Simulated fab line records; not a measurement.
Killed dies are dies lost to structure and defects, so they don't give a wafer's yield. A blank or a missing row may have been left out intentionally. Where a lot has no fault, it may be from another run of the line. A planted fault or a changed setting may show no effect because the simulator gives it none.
fab line records ; flow n5_finfet
record lots=7; wafers=21
route steps=1938 shown FIN_CUT@155 SD_EPI_N@279 SD_EPI_P@321 SD_ACTIVATION@330 HKMG_FIN@391
start_h: the number of hours between the record's first day and the start of the first shown wafer of the lot ; wait_h: how many hours have passed since the lot's step before this one ; " repeats the value in the row above ; L1.1+2: several wafers, shown together as one row ; - either no value or no given start ; * or withheld: withheld ; < > ~ a bound
route shown NAME@n: NAME is a module with steps in the file, n the number in the route of the first one ; usual: the fault-free wafers' mean and standard deviation ; same: alike in all rows ; chamber/n: place in a boat ; sites: each site's reading ; _std_site: standard deviation across them ; _edge_site: outer sites' mean less inner sites' ; radius_mm: how far each site lies from the wafer's centre ; mask NAME#n: copy n ; behind: the most recent tool/chamber to have shaped the wafer ; hold: the reason the lot was held/the length of the hold in hours/how it ended ; device: which transistor (n, p or np) failed to switch ; end of line: tests run on the same wafers once the route is complete ; step lacking rows: just its recipe ; killed: the dies lost at the first sort to structure and to defects; this is not the yield of the wafer ; map: a wafer's dies, marking killed ones x, the rest . and places with no die _
set.NAME: the run value of the setting; set.NAME@STEP: its run value at that earlier step ; model.NAME: the simulator's own value behind a step, which no gauge read
lots run with intentionally changed settings; tables by step, rows by wafer
## steps
# step N5_FIN_CUT_COAT_19
# recipe resist=SiARC; temp_c=220; time_s=60; spin_rpm=1500; resist_thk_nm=20
lot.wafer;tool;chamber;start_h;wait_h;set.spin_rpm;model.SiARC_of_FIN_CUT_COAT_19.thk_nm
L076.2;litho_track-01;0;-;-;1500;20
L076.4;litho_track-01;0;-;-;1379;21
L076.6;litho_track-01;0;-;-;1379;20.8
L077.2+3;litho_track-02;0;-;-;1397;20.8
L077.5;litho_track-02;0;-;-;1500;19.8
L078.1+5;litho_track-04;0;-;-;1549;19.6
L078.3;litho_track-04;0;-;-;1500;20
L079.3+4+6;litho_track-01;0;-;-;1500;20
L083.2;litho_track-04;0;-;-;1500;20.2
L083.3+6;litho_track-04;0;-;-;1590;19.4
L093.2;litho_track-04;0;-;-;1500;20
L093.4+6;litho_track-04;0;-;-;1547;19.8
L096.2;litho_track-04;0;-;-;1439;20.4
L096.3+6;litho_track-04;0;-;-;1500;20
# step N5_FIN_CUT_COAT_29
# recipe resist=underlayer; temp_c=205; time_s=60; spin_rpm=1500; resist_thk_nm=10
# step N5_FIN_CUT_COAT_02
# recipe resist=CAR-EUV; spin_rpm=1500; resist_thk_nm=30
# step N5_FIN_CUT_DESCUM_13
# recipe chemistry=O2; time_s=7; source_power_w=50; bias_power_w=20; pressure_mtorr=20; rf_frequency_hz=2.712e+07; temp_c=40; resist=CAR-EUV; o2_flow_sccm=225
# step N5_FIN_CUT_ETCH_30
# recipe chemistry=N2/H2; target=underlayer; target_depth_a=130; mask_material=CAR-EUV; time_s=10.4; ion_energy_ev=200; pressure_mtorr=30; source_w=840; bias_w=150; n2_flow_sccm=200; h2_flow_sccm=200; ends=cleared
# step N5_FIN_CUT_ETCH_20
# recipe chemistry=CF4; target=SiARC; target_depth_a=260; mask_material=CAR-EUV; time_s=43.3; ion_energy_ev=80; pressure_mtorr=40; source_w=545; bias_w=36; Ar_flow_sccm=100; cf4_flow_sccm=100; ends=cleared
lot.wafer;tool;chamber;start_h;wait_h;set.spin_rpm@FIN_CUT_COAT_19;model.etch.depth_nm
L076.2;rie_diel-04;1;39.99;0.0;1500;20.05
L076.4+6;rie_diel-04;2,1;39.99;0.0;1379;20.9
L077.2;rie_diel-04;3;45.09;0.0;1397;20.72
L077.3;rie_diel-04;0;45.09;0.0;1397;20.71
L077.5;rie_diel-04;0;45.09;0.0;1500;19.9
L078.1;rie_diel-03;2;51.00;0.0;1549;19.65
L078.3;rie_diel-03;1;51.00;0.0;1500;20.01
L078.5;rie_diel-03;2;51.00;0.0;1549;19.66
L079.3+4;rie_diel-03;3,2;57.12;0.0;1500;19.96
L079.6;rie_diel-03;3;57.12;0.0;1500;19.94
L083.2;rie_diel-02;3;81.82;0.0;1500;20.12
L083.3;rie_diel-02;0;81.82;0.0;1590;19.48
L083.6;rie_diel-02;0;81.82;0.0;1590;19.49
L093.2;rie_diel-03;2;141.57;0.0;1500;20.04
L093.4;rie_diel-03;1;141.57;0.0;1547;19.71
L093.6;rie_diel-03;1;141.57;0.0;1547;19.77
L096.2;rie_diel-04;1;159.25;0.0;1439;20.45
L096.3;rie_diel-04;0;159.25;0.0;1500;19.93
L096.6;rie_diel-04;1;159.25;0.0;1500;19.99
# step N5_FIN_CUT_ETCH_21
# recipe chemistry=N2/H2; target=SOC; target_depth_a=2190; overetch_a=438; mask_material=SiARC; temp_c=40; ion_energy_ev=100; bias_w=61; time_s=523.5; pressure_mtorr=30; source_w=850; n2_flow_sccm=200; h2_flow_sccm=200
lot.wafer;tool;chamber;start_h;wait_h;set.spin_rpm@FIN_CUT_COAT_18;set.spin_rpm@FIN_CUT_COAT_19;model.etch.depth_nm;model.SiARC_of_FIN_CUT_COAT_19.thk_nm
L076.2;rie_diel-04;1;40.02;0.0;1500;1500;229.8;11.8
L076.4;rie_diel-04;2;40.02;0.0;1500;1379;229.4;12.8
L076.6;rie_diel-04;1;40.02;0.0;1357;1379;241.6;12.6
L077.2;rie_diel-04;3;45.13;0.0;1617;1397;221.7;12.4
L077.3;rie_diel-04;0;45.13;0.0;1500;1397;230.1;12.2
L077.5;rie_diel-04;0;45.13;0.0;1500;1500;230.8;11.4
L078.1;rie_diel-03;2;51.04;0.0;1569;1549;224.6;11.6
L078.3;rie_diel-03;1;51.04;0.0;1569;1500;225.2;11.8
L078.5;rie_diel-03;2;51.04;0.0;1500;1549;228.9;11.6
L079.3;rie_diel-03;0;57.15;0.0;1500;1500;230.8;11.6
L079.4+6;rie_diel-03;1,3;57.15;0.0;1500;1500;230;11.8
L083.2;rie_diel-02;3;81.86;0.0;1595;1500;223.2;12
L083.3;rie_diel-02;0;81.86;0.0;1500;1590;230.4;11.4
L083.6;rie_diel-02;0;81.86;0.0;1595;1590;223.6;11.4
L093.2;rie_diel-03;2;141.61;0.0;1500;1500;230.7;12
L093.4;rie_diel-03;1;141.61;0.0;1428;1547;235.9;11.6
L093.6;rie_diel-03;1;141.61;0.0;1500;1547;230.6;11.6
L096.2;rie_diel-04;1;159.29;0.0;1500;1439;229.3;12
L096.3;rie_diel-04;0;159.29;0.0;1500;1500;229.2;11.4
L096.6;rie_diel-04;1;159.29;0.0;1500;1500;230.1;11.6
# step N5_FIN_CUT_STRIP_23
# recipe chemistry=N2/H2; temp_c=40; n2_flow_sccm=200; h2_flow_sccm=200; rf_frequency_hz=6e+07
# step N5_FIN_CUT_STRIP_31
# recipe chemistry=N2/H2; temp_c=40; n2_flow_sccm=200; h2_flow_sccm=200; rf_frequency_hz=6e+07
# step N5_FIN_CUT_STRIP_24
# recipe chemistry=CF4; resist=SiARC; power_w=300; bias_power_w=75; pressure_mtorr=50; cf4_flow_sccm=150; rf_frequency_hz=6e+07
# step N5_FIN_CUT_CUT_ETCH_26
# recipe chemistry=CH3F/O2; target=SiNx; target_depth_a=390; mask_material=SOC; time_s=55.7; pressure_mtorr=30; source_w=395; bias_w=73; Ar_flow_sccm=150; CH3F_flow_sccm=30; O2_flow_sccm=20; ion_energy_ev=120
lot.wafer;tool;chamber;start_h;wait_h;set.spin_rpm@FIN_CUT_COAT_18;model.SOC_of_FIN_CUT_COAT_18.thk_nm
L076.2;rie_diel-04;1;40.37;0.0;1500;211.2
L076.4;rie_diel-04;2;40.37;0.0;1500;210.6
L076.6;rie_diel-04;1;40.37;0.0;1357;222.8
L077.2;rie_diel-04;3;45.47;0.0;1617;203
L077.3;rie_diel-04;0;45.47;0.0;1500;211
L077.5;rie_diel-04;0;45.47;0.0;1500;211.8
L078.1;rie_diel-03;2;51.38;0.0;1569;206
L078.3;rie_diel-03;1;51.38;0.0;1569;206.2
L078.5;rie_diel-03;2;51.38;0.0;1500;210.2
L079.3;rie_diel-03;2;57.50;0.0;1500;212.4
L079.4;rie_diel-03;0;57.50;0.0;1500;211.2
L079.6;rie_diel-03;3;57.50;0.0;1500;211.6
L083.2;rie_diel-02;3;82.21;0.0;1595;205
L083.3;rie_diel-02;0;82.21;0.0;1500;212
L083.6;rie_diel-02;0;82.21;0.0;1595;205.2
L093.2;rie_diel-03;2;141.96;0.0;1500;212.2
L093.4;rie_diel-03;1;141.96;0.0;1428;217.4
L093.6;rie_diel-03;1;141.96;0.0;1500;211.8
L096.2;rie_diel-04;1;159.64;0.0;1500;211
L096.3;rie_diel-04;0;159.64;0.0;1500;210.2
L096.6;rie_diel-04;1;159.64;0.0;1500;211.6
# step N5_SD_EPI_N_ETCH_16
# recipe chemistry=CHF3/O2; target=SiO2; target_depth_a=50; mask_material=SOC; pressure_mtorr=30; source_w=650; bias_w=170; Ar_flow_sccm=200; CHF3_flow_sccm=50; O2_flow_sccm=5; ion_energy_ev=200
lot.wafer;tool;chamber;start_h;wait_h;set.target_depth_a;model.etch.depth_nm
L076.2;rie_diel-01;0;61.29;0.1;50;4.928
L076.4;rie_diel-01;2;61.29;0.1;50;4.924
L076.6;rie_diel-01;1;61.29;0.1;48.24;4.774
L077.2;rie_diel-06;0;68.19;0.1;50;5.001
L077.3;rie_diel-06;1;68.19;0.1;50;4.941
L077.5;rie_diel-06;2;68.19;0.1;50;4.881
L078.1;rie_diel-05;2;72.59;0.1;46.53;4.656
L078.3;rie_diel-05;1;72.59;0.1;50;5.005
L078.5;rie_diel-05;0;72.59;0.1;46.53;4.682
L079.3;rie_diel-06;1;78.75;0.1;50;4.947
L079.4;rie_diel-06;0;78.75;0.1;50;5.055
L079.6;rie_diel-06;1;78.75;0.1;50;4.966
L083.2;rie_diel-01;0;106.28;0.1;45.89;4.521
L083.3;rie_diel-01;3;106.28;0.1;45.89;4.7
L083.6;rie_diel-01;1;106.28;0.1;50;4.964
L093.2;rie_diel-01;1;164.23;0.1;50;5.063
L093.4;rie_diel-01;0;164.23;0.1;50;4.918
L093.6;rie_diel-01;0;164.23;0.1;45.65;4.504
L096.2;rie_diel-01;1;182.68;0.1;50;5.136
L096.3;rie_diel-01;0;182.68;0.1;50;4.999
L096.6;rie_diel-01;3;182.68;0.1;50;5.099
# step N5_SD_EPI_N_EPI_21
# recipe material=Si:P; dopant=P; temp_c=680; pressure_torr=255; time_s=690
lot.wafer;tool;chamber;start_h;wait_h;set.epi_growth_time_s;model.Si-P_of_SD_EPI_N_EPI_21.thk_nm
L076.2;epi_rpcvd-04;0;62.62;0.4;756.3;64.2
L076.4+6;epi_rpcvd-04;0;62.62;0.4;690;59.4
L077.2;epi_rpcvd-02;0;69.54;0.4;690;58.4
L077.3;epi_rpcvd-02;0;69.54;0.4;690;58.6
L077.5;epi_rpcvd-02;0;69.54;0.4;690;58.8
L078.1;epi_rpcvd-02;0;73.64;0.1;690;58.4
L078.3;epi_rpcvd-02;0;73.64;0.1;690;58.2
L078.5;epi_rpcvd-02;0;73.64;0.1;627.3;54.8
L079.3;epi_rpcvd-03;0;80.36;0.7;690;58.6
L079.4+6;epi_rpcvd-03;0;80.36;0.7;690;58.4
L083.2;epi_rpcvd-03;0;107.62;0.4;690;58.4
L083.3;epi_rpcvd-03;0;107.62;0.4;645.5;55.6
L083.6;epi_rpcvd-03;0;107.62;0.4;690;58.6
L093.2;epi_rpcvd-04;0;165.57;0.4;690;58.8
L093.4;epi_rpcvd-04;0;165.57;0.4;690;59.2
L093.6;epi_rpcvd-04;0;165.57;0.4;690;60
L096.2;epi_rpcvd-03;0;184.03;0.4;690;60
L096.3;epi_rpcvd-03;0;184.03;0.4;619.1;55.8
L096.6;epi_rpcvd-03;0;184.03;0.4;690;59.8
# step N5_SD_EPI_N_EPI_MEAS_23
# recipe mode=xrd
# usual thk_nm=59.1/1.2
lot.wafer;tool;chamber;start_h;wait_h;set.epi_growth_time_s@SD_EPI_N_EPI_21;thk_nm
L076.2;film_metro-01;-;64.06;1.2;756.3;63.8
L076.4;film_metro-01;-;64.06;1.2;690;60.4
L076.6;film_metro-01;-;64.06;1.2;690;59.6
L077.2;film_metro-01;-;70.98;1.2;690;57.2
L077.3;film_metro-01;-;70.98;1.2;690;59.4
L077.5;film_metro-01;-;70.98;1.2;690;59.0
L078.1;film_metro-02;-;75.36;1.4;690;57.9
L078.3;film_metro-02;-;75.36;1.4;690;58.2
L078.5;film_metro-02;-;75.36;1.4;627.3;54.1
L079.3;film_metro-01;-;81.52;0.9;690;57.2
L079.4;film_metro-01;-;81.52;0.9;690;58.0
L079.6;film_metro-01;-;81.52;0.9;690;58.7
L083.2;film_metro-01;-;109.06;1.2;690;58.0
L083.3;film_metro-01;-;109.06;1.2;645.5;54.8
L083.6;film_metro-01;-;109.06;1.2;690;58.4
L093.2;film_metro-01;-;167.01;1.2;690;60.8
L093.4;film_metro-01;-;167.01;1.2;690;59.4
L093.6;film_metro-01;-;167.01;1.2;690;59.8
L096.2;film_metro-02;-;185.46;1.2;690;60.3
L096.3;film_metro-02;-;185.46;1.2;619.1;57.0
L096.6;film_metro-02;-;185.46;1.2;690;60.3
# step N5_SD_EPI_P_EPI_21
# recipe material=SiGe:B; dopant=B; temp_c=550; pressure_torr=20; ambient=H2; time_s=355
lot.wafer;tool;chamber;start_h;wait_h;set.time_s;model.SiGe-B_of_SD_EPI_P_EPI_21.thk_nm
L076.2;epi_rpcvd-03;0;67.07;0.5;355;60.4
L076.4;epi_rpcvd-03;0;67.07;0.5;392;65.2
L076.6;epi_rpcvd-03;0;67.07;0.5;392;64.6
L077.2;epi_rpcvd-03;0;73.73;0.5;355;60.6
L077.3;epi_rpcvd-03;0;73.73;0.5;395.3;64.8
L077.5;epi_rpcvd-03;0;73.73;0.5;355;61.8
L078.1;epi_rpcvd-02;0;77.75;0.1;355;59.2
L078.3;epi_rpcvd-02;0;77.75;0.1;318.2;56.2
L078.5;epi_rpcvd-02;0;77.75;0.1;318.2;55.6
L079.3+4;epi_rpcvd-02;0;84.97;0.8;355;60.2
L079.6;epi_rpcvd-02;0;86.05;1.8;355;60.6
L083.2;epi_rpcvd-02;0;112.17;0.5;382.8;64.2
L083.3+6;epi_rpcvd-02;0;112.17;0.5;355;62
L093.2+4;epi_rpcvd-03;0;169.75;0.5;328.9;58.6
L093.6;epi_rpcvd-03;0;171.19;1.8;328.9;58.2
L096.2;epi_rpcvd-02;0;188.56;0.5;355;61.2
L096.3;epi_rpcvd-02;0;188.56;0.5;408.6;66.4
L096.6;epi_rpcvd-02;0;190.00;1.8;408.6;67
# step N5_SD_EPI_P_EPI_MEAS_23
# recipe mode=xrd
# usual thk_nm=60.9/1.3
lot.wafer;tool;chamber;start_h;wait_h;set.time_s@SD_EPI_P_EPI_21;thk_nm
L076.2;film_metro-01;-;68.91;1.5;355;60.1
L076.4;film_metro-01;-;68.91;1.5;392;64.7
L076.6;film_metro-01;-;68.91;1.5;392;64.7
L077.2;film_metro-02;-;75.56;1.5;355;60.9
L077.3;film_metro-02;-;75.56;1.5;395.3;66.7
L077.5;film_metro-02;-;75.56;1.5;355;62.4
L078.1;film_metro-01;-;79.94;1.8;355;59.3
L078.3;film_metro-01;-;79.94;1.8;318.2;57.7
L078.5;film_metro-01;-;79.94;1.8;318.2;55.1
L079.3;film_metro-02;-;86.47;1.1;355;60.3
L079.4;film_metro-02;-;86.47;1.1;355;59.6
L079.6;film_metro-02;-;86.47;1.1;355;59.6
L083.2;film_metro-02;-;114.01;1.5;382.8;65.7
L083.3;film_metro-02;-;114.01;1.5;355;61.1
L083.6;film_metro-02;-;114.01;1.5;355;62.0
L093.2;film_metro-02;-;171.59;1.5;328.9;59.9
L093.4;film_metro-02;-;171.59;1.5;328.9;58.8
L093.6;film_metro-02;-;171.59;1.5;328.9;57.7
L096.2;film_metro-02;-;190.40;1.5;355;62.6
L096.3;film_metro-02;-;190.40;1.5;408.6;68.1
L096.6;film_metro-02;-;190.40;1.5;408.6;68.0
# step N5_SD_EPI_P_HM_STRIP_48
# recipe chemistry=H3PO4; temp_c=160; material=SiNx; target=SiNx; target_depth_a=30; overetch_fraction=0.3
lot.wafer;tool;chamber;start_h;wait_h;set.epi_growth_time_s@SD_EPI_N_EPI_21;model.Si-P_of_SD_EPI_N_EPI_21.thk_nm
L076.2;wet_bench-04;7;68.95;0.0;756.3;63.4
L076.4+6;wet_bench-04;0,5;68.95;0.0;690;58.8
L077.2;wet_bench-01;1;75.60;0.0;690;57.8
L077.3;wet_bench-01;3;75.60;0.0;690;58
L077.5;wet_bench-01;7;75.60;0.0;690;58.2
L078.1;wet_bench-04;2;79.98;0.0;690;57.8
L078.3;wet_bench-04;0;79.98;0.0;690;57.6
L078.5;wet_bench-04;1;79.98;0.0;627.3;54.2
L079.3+6;wet_bench-06;4,1;86.50;0.0;690;57.8
L079.4;wet_bench-06;3;86.50;0.0;690;57.6
L083.2;wet_bench-01;0;114.05;0.0;690;57.8
L083.3;wet_bench-01;6;114.05;0.0;645.5;55
L083.6;wet_bench-01;1;114.05;0.0;690;58
L093.2;wet_bench-01;2;171.63;0.0;690;58.2
L093.4;wet_bench-01;7;171.63;0.0;690;58.6
L093.6;wet_bench-01;3;171.63;0.0;690;59.4
L096.2;wet_bench-06;1;190.43;0.0;690;59.4
L096.3;wet_bench-06;7;190.43;0.0;619.1;55.2
L096.6;wet_bench-06;5;190.43;0.0;690;59.2
# step N5_SD_EPI_P_SRD_49
# recipe dry=ipa_marangoni; time_s=30; temp_c=23; rinse_liquid=diw
# step N5_SD_EPI_P_PRECLEAN_24
# recipe chemistry=O3/DIW; time_s=45; temp_c=22; o3_ppm=10
# step N5_SD_ACTIVATION_RTA_00
# recipe temp_c=975; time_s=0; ambient=N2; idle_temp_c=600; ramp_up_c_per_s=150; ramp_down_c_per_s=60; cool_to_c=600
# step N5_SD_ACTIVATION_LSA_01
# recipe temp_c=1080; time_s=0.0008; ambient=N2
# step N5_SD_ACTIVATION_RS_MEAS_03
# recipe thk_meas_gauge=four-point-probe
# usual RS_SD_N=21.93/0.3; RS_SD_P=56.2/1
lot.wafer;tool;chamber;start_h;wait_h;set.epi_growth_time_s@SD_EPI_N_EPI_21;set.time_s@SD_EPI_P_EPI_21;RS_SD_N[ohm/sq];RS_SD_P[ohm/sq]
L076.2;film_metro-02;-;69.71;0.2;756.3;355;20.23;56.1
L076.4;film_metro-02;-;69.71;0.2;690;392;21.79;52.2
L076.6;film_metro-02;-;69.71;0.2;690;392;21.68;52.8
L077.2;film_metro-01;-;76.19;0.2;690;355;22.11;57.0
L077.3;film_metro-01;-;76.19;0.2;690;395.3;22.04;53.3
L077.5;film_metro-01;-;76.19;0.2;690;355;22.03;55.9
L078.1;film_metro-01;-;82.03;0.2;690;355;22.31;58.9
L078.3;film_metro-01;-;82.03;0.2;690;318.2;22.22;61.7
L078.5;film_metro-01;-;82.03;0.2;627.3;318.2;23.66;62.3
L079.3;film_metro-02;-;87.13;0.2;690;355;22.17;56.8
L079.4;film_metro-02;-;87.13;0.2;690;355;22.04;56.7
L079.6;film_metro-02;-;87.13;0.2;690;355;21.83;56.8
L083.2;film_metro-02;-;114.64;0.2;690;382.8;21.77;53.0
L083.3;film_metro-02;-;114.64;0.2;645.5;355;23.17;54.9
L083.6;film_metro-02;-;114.64;0.2;690;355;22.03;54.7
L093.2;film_metro-02;-;172.21;0.2;690;328.9;21.86;58.2
L093.4;film_metro-02;-;172.21;0.2;690;328.9;21.99;58.2
L093.6;film_metro-02;-;172.21;0.2;690;328.9;21.57;58.7
L096.2;film_metro-02;-;191.03;0.2;690;355;21.43;55.5
L096.3;film_metro-02;-;191.03;0.2;619.1;408.6;23.12;51.4
L096.6;film_metro-02;-;191.03;0.2;690;408.6;21.64;51.7
# step N5_HKMG_FIN_COAT_42
# recipe resist=SiARC; temp_c=220; time_s=60; spin_rpm=1500; resist_thk_nm=35
lot.wafer;tool;chamber;start_h;wait_h;set.spin_rpm;model.SiARC_of_HKMG_FIN_COAT_42.thk_nm
L076.2+6;litho_track-01;0;-;-;1500;35
L076.4;litho_track-01;0;-;-;1660;33.2
L077.2;litho_track-02;0;-;-;1389;36.2
L077.3;litho_track-02;0;-;-;1389;36.4
L077.5;litho_track-02;0;-;-;1500;35
L078.1;litho_track-02;0;-;-;1500;35
L078.3+5;litho_track-02;0;-;-;1544;34.6
L079.3+6;litho_track-04;0;-;-;1500;35
L079.4;litho_track-04;0;-;-;1500;35.2
L083.2;litho_track-01;0;-;-;1404;36.2
L083.3;litho_track-01;0;-;-;1404;36
L083.6;litho_track-01;0;-;-;1500;35
L093.2;litho_track-04;0;-;-;1500;35
L093.4;litho_track-04;0;-;-;1444;35.8
L093.6;litho_track-04;0;-;-;1444;35.6
L096.2+3;litho_track-02;0;-;-;1500;34.8
L096.6;litho_track-02;0;-;-;1583;34
# step N5_HKMG_FIN_EXPOSE_46
# recipe mask_id=NDIPOLE; na=1.35; source_shape=conventional; sigma_outer=0.8; polarization=unpolarized; dose_mj=40
lot.wafer;tool;chamber;start_h;wait_h;mask;set.dose_mj
L076.2+4+6;arfi_scanner-03;0;84.50;-;NDIPOLE#0;40
L077.2+3;arfi_scanner-03;0;88.76;-;NDIPOLE#0;39.22
L077.5;arfi_scanner-03;0;88.76;-;NDIPOLE#0;40
L078.1+5;arfi_scanner-01;0;94.53;-;NDIPOLE#0;39.02
L078.3;arfi_scanner-01;0;94.53;-;NDIPOLE#0;40
L079.3+4+6;arfi_scanner-03;0;100.88;-;NDIPOLE#0;40
L083.2+6;arfi_scanner-02;0;127.76;-;NDIPOLE#0;40
L083.3;arfi_scanner-02;0;127.76;-;NDIPOLE#0;42.83
L093.2+6;arfi_scanner-02;0;186.86;-;NDIPOLE#0;40
L093.4;arfi_scanner-02;0;186.86;-;NDIPOLE#0;40.84
L096.2;arfi_scanner-03;0;203.75;-;NDIPOLE#0;40
L096.3+6;arfi_scanner-03;0;203.75;-;NDIPOLE#0;40.82
# step N5_HKMG_FIN_PEB_47
# recipe peb_temp_c=withheld; peb_time_s=60; resist=CAR-ArF
# step N5_HKMG_FIN_DEVELOP_48
# recipe develop_time_s=30; developer=TMAH; resist=CAR-ArF; rinse_liquid=diw; dry=air_spin; dev_temp_c=23
# step N5_HKMG_FIN_CD_MEAS_49
# recipe target_cd_nm=202; landing_energy_ev=500; detector=se_inlens; polarity=opening
# usual cd_nm=202.1/0.66
lot.wafer;tool;chamber;start_h;wait_h;set.dose_mj@HKMG_FIN_EXPOSE_46;cd_nm
L076.2;cd_sem-02;0;84.62;-;40;202.8
L076.4;cd_sem-02;0;84.62;-;40;201.7
L076.6;cd_sem-02;0;84.62;-;40;202.7
L077.2;cd_sem-01;0;88.88;-;39.22;201.2
L077.3;cd_sem-01;0;88.88;-;39.22;201.0
L077.5;cd_sem-01;0;88.88;-;40;201.6
L078.1;cd_sem-03;0;94.65;-;39.02;200.3
L078.3;cd_sem-03;0;94.65;-;40;201.4
L078.5;cd_sem-03;0;94.65;-;39.02;200.5
L079.3;cd_sem-02;0;101.00;-;40;201.8
L079.4;cd_sem-02;0;101.00;-;40;202.5
L079.6;cd_sem-02;0;101.00;-;40;201.8
L083.2;cd_sem-02;0;127.88;-;40;203.5
L083.3;cd_sem-02;0;127.88;-;42.83;206.3
L083.6;cd_sem-02;0;127.88;-;40;203.4
L093.2;cd_sem-03;0;186.98;-;40;201.7
L093.4;cd_sem-03;0;186.98;-;40.84;202.6
L093.6;cd_sem-03;0;186.98;-;40;202.5
L096.2;cd_sem-03;0;203.87;-;40;203.3
L096.3;cd_sem-03;0;203.87;-;40.82;203.5
L096.6;cd_sem-03;0;203.87;-;40.82;204.7
# step N5_HKMG_FIN_DESCUM_53
# recipe chemistry=O2; time_s=7.9; source_power_w=50; bias_power_w=20; pressure_mtorr=20; rf_frequency_hz=2.712e+07; temp_c=40; resist=CAR-ArF; o2_flow_sccm=225
# step N5_HKMG_FIN_ETCH_54
# recipe chemistry=CF4; target=SiARC; target_depth_a=455; mask_material=CAR-ArF; time_s=75.8; ion_energy_ev=80; pressure_mtorr=40; source_w=545; bias_w=36; Ar_flow_sccm=100; cf4_flow_sccm=100; ends=cleared
# usual etch_rf_on_time_s=76.1/1.3
lot.wafer;tool;chamber;start_h;wait_h;set.spin_rpm@HKMG_FIN_COAT_42;etch_rf_on_time_s;model.etch.depth_nm;model.CAR-ArF_of_HKMG_FIN_COAT_43.thk_nm
L076.2;rie_diel-01;1;84.74;0.0;1500;75.7;35.06;51.2
L076.4;rie_diel-01;2;84.74;0.0;1660;71.0;33.24;52.6
L076.6;rie_diel-01;1;84.74;0.0;1500;75.4;34.99;51.2
L077.2;rie_diel-01;2;89.05;0.0;1389;77.2;36.25;50.2
L077.3;rie_diel-01;3;89.05;0.0;1389;75.9;36.34;50.4
L077.5;rie_diel-01;3;89.05;0.0;1500;73.7;34.96;51.4
L078.1;rie_diel-05;0;94.77;0.0;1500;76.0;35.01;51
L078.3;rie_diel-05;3;94.77;0.0;1544;75.2;34.58;51.4
L078.5;rie_diel-05;1;94.77;0.0;1544;75.2;34.52;51.4
L079.3;rie_diel-05;1;101.31;0.0;1500;76.0;35.02;51.2
L079.4;rie_diel-05;0;101.31;0.0;1500;76.5;35.15;51
L079.6;rie_diel-05;0;101.31;0.0;1500;76.4;35.06;50.8
L083.2;rie_diel-06;1;128.00;0.0;1404;77.6;36.17;50
L083.3;rie_diel-06;3;128.00;0.0;1404;77.3;36.1;50
L083.6;rie_diel-06;3;128.00;0.0;1500;74.3;34.98;51
L093.2;rie_diel-01;2;187.10;0.0;1500;75.6;35.02;50.6
L093.4;rie_diel-01;0;187.10;0.0;1444;80.5;35.82;50.4
L093.6;rie_diel-01;1;187.10;0.0;1444;76.6;35.67;50.8
L096.2;rie_diel-05;0;204.00;0.0;1500;75.3;34.81;51
L096.3;rie_diel-05;2;204.00;0.0;1500;76.8;34.72;51
L096.6;rie_diel-05;3;204.00;0.0;1583;73.9;33.93;51.6
## key
split step=N5_FIN_CUT_COAT_19; setting=spin_rpm; stated=1500; by=wafer
response step=N5_FIN_CUT_COAT_19; reading=model.SiARC_of_FIN_CUT_COAT_19.thk_nm; change=-0.121; per=1%; r=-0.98
response step=N5_FIN_CUT_ETCH_20; reading=model.etch.depth_nm; change=-0.11; per=1%; r=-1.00
response step=N5_FIN_CUT_ETCH_21; reading=model.SiARC_of_FIN_CUT_COAT_19.thk_nm; change=-0.113; per=1%; r=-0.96
split step=N5_SD_EPI_N_ETCH_16; setting=target_depth_a; stated=50; by=wafer
response step=N5_SD_EPI_N_ETCH_16; reading=model.etch.depth_nm; change=+0.0491; per=1%; r=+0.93
split step=N5_SD_EPI_N_EPI_21; setting=epi_growth_time_s; stated=690; by=wafer
response step=N5_SD_EPI_N_EPI_21; reading=model.Si-P_of_SD_EPI_N_EPI_21.thk_nm; change=+0.431; per=1%; r=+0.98
response step=N5_SD_EPI_N_EPI_MEAS_23; reading=thk_nm; change=*; per=1%; r=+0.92
response step=N5_SD_EPI_P_HM_STRIP_48; reading=model.Si-P_of_SD_EPI_N_EPI_21.thk_nm; change=+0.425; per=1%; r=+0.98
response step=N5_SD_ACTIVATION_RS_MEAS_03; reading=RS_SD_N; change=-0.16; per=1%; r=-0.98
split step=N5_SD_EPI_P_EPI_21; setting=time_s; stated=355; by=wafer
response step=N5_SD_EPI_P_EPI_21; reading=model.SiGe-B_of_SD_EPI_P_EPI_21.thk_nm; change=+0.35; per=1%; r=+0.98
response step=N5_SD_EPI_P_EPI_MEAS_23; reading=thk_nm; change=*; per=1%; r=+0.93
response step=N5_SD_ACTIVATION_RS_MEAS_03; reading=RS_SD_P; change=-0.281; per=1%; r=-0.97
split step=N5_HKMG_FIN_COAT_42; setting=spin_rpm; stated=1500; by=wafer
response step=N5_HKMG_FIN_COAT_42; reading=model.SiARC_of_HKMG_FIN_COAT_42.thk_nm; change=-0.168; per=1%; r=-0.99
response step=N5_HKMG_FIN_ETCH_54; reading=etch_rf_on_time_s; change=*; per=1%; r=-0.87
response step=N5_HKMG_FIN_ETCH_54; reading=model.etch.depth_nm; change=-0.172; per=1%; r=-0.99
response step=N5_HKMG_FIN_ETCH_54; reading=model.CAR-ArF_of_HKMG_FIN_COAT_43.thk_nm; change=+0.129; per=1%; r=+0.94
split step=N5_HKMG_FIN_EXPOSE_46; setting=dose_mj; stated=40; by=wafer
response step=N5_HKMG_FIN_CD_MEAS_49; reading=cd_nm; change=+0.383; per=1%; r=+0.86
split outside_this_file step=N5_FIN_CUT_COAT_18 setting=spin_rpm
# split outside_this_file: this setting was split too, and the file shows its column; the key of that split is in another file
